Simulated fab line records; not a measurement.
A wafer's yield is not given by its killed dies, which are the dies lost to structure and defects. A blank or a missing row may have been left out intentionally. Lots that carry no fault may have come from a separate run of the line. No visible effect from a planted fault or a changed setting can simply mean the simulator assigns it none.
The tool behind it: which one? -- flow n5-finfet -- Sampling: 9 lots, 25 wafers, 2 of 1938 route steps

== WHAT EACH GAUGE READ, for each wafer ==
N5_BEOL_M0_CUTY_OVL_MEAS_58.
lot,measured,on,M0_ABLK_OVL (nm)
L458,day 5 21:31,overlay-01,0.5 1.3 0.5
L459,day 6 06:01,overlay-01,1.8 1.1 0.8
L461,day 6 12:49,overlay-02,0.1 0.1 -0.6
L466,day 8 01:25,overlay-02,-0.7 -2.1 -0.7
L468,day 8 14:33,overlay-01,-0.5 0.1 0.8
L476,day 10 07:25,overlay-02,-1.3 -0.4
L478,day 10 16:22,overlay-02,0.3 1.3 0.3
L479,day 10 21:49,overlay-02,1.5 1.8
L481,day 11 08:54,overlay-02,1.6 2.1 1.3

== WHAT TOOL EACH LOT RAN ON (gives the tool, then ch and the chambers of the sampled wafers, and finally the start) ==
lot,N5_BEOL_M0_SAQP_ETCH_88
L458,"rie-diel-03 ch 0,1, day 5 20:13"
L459,"rie-diel-03 ch 0,2,3, day 6 04:17"
L461,"rie-diel-05 ch 0,2, day 6 11:27"
L466,"rie-diel-05 ch 0,1,3, day 7 23:58"
L468,"rie-diel-03 ch 0,1,3, day 8 13:02"
L476,"rie-diel-03 ch 1,3, day 10 06:14"
L478,"rie-diel-05 ch 0,2,3, day 10 15:12"
L479,"rie-diel-04 ch 2, day 10 20:31"
L481,"rie-diel-03 ch 0,1, day 11 07:15"
- N5_BEOL_M0_SAQP_ETCH_88: etches underlayer in N2/H2, target depth 6.5 nm, time 5.2 s.

== THE ANSWER, worked out from the rows above alone ==
Rule: the lots themselves supply what counts as usual. Put in order of their means at a reading, lots are off if they are a third of the lots or fewer, leave a main group of 4 or more, and stand apart from it by a gap of 3 or more times the standard deviation of the main group's means; of several such gaps the widest counts. If all means in a main group match to the digits the tables above print for the reading, that group is not used. Also off: a lot with no number at a reading for which 4 or more lots have one. The other lots that the step has rows for count as sound.
Across all readings shown, no lot is off: no conclusion can be drawn from this.

== WHAT THE SIMULATOR HAD PUT IN ==
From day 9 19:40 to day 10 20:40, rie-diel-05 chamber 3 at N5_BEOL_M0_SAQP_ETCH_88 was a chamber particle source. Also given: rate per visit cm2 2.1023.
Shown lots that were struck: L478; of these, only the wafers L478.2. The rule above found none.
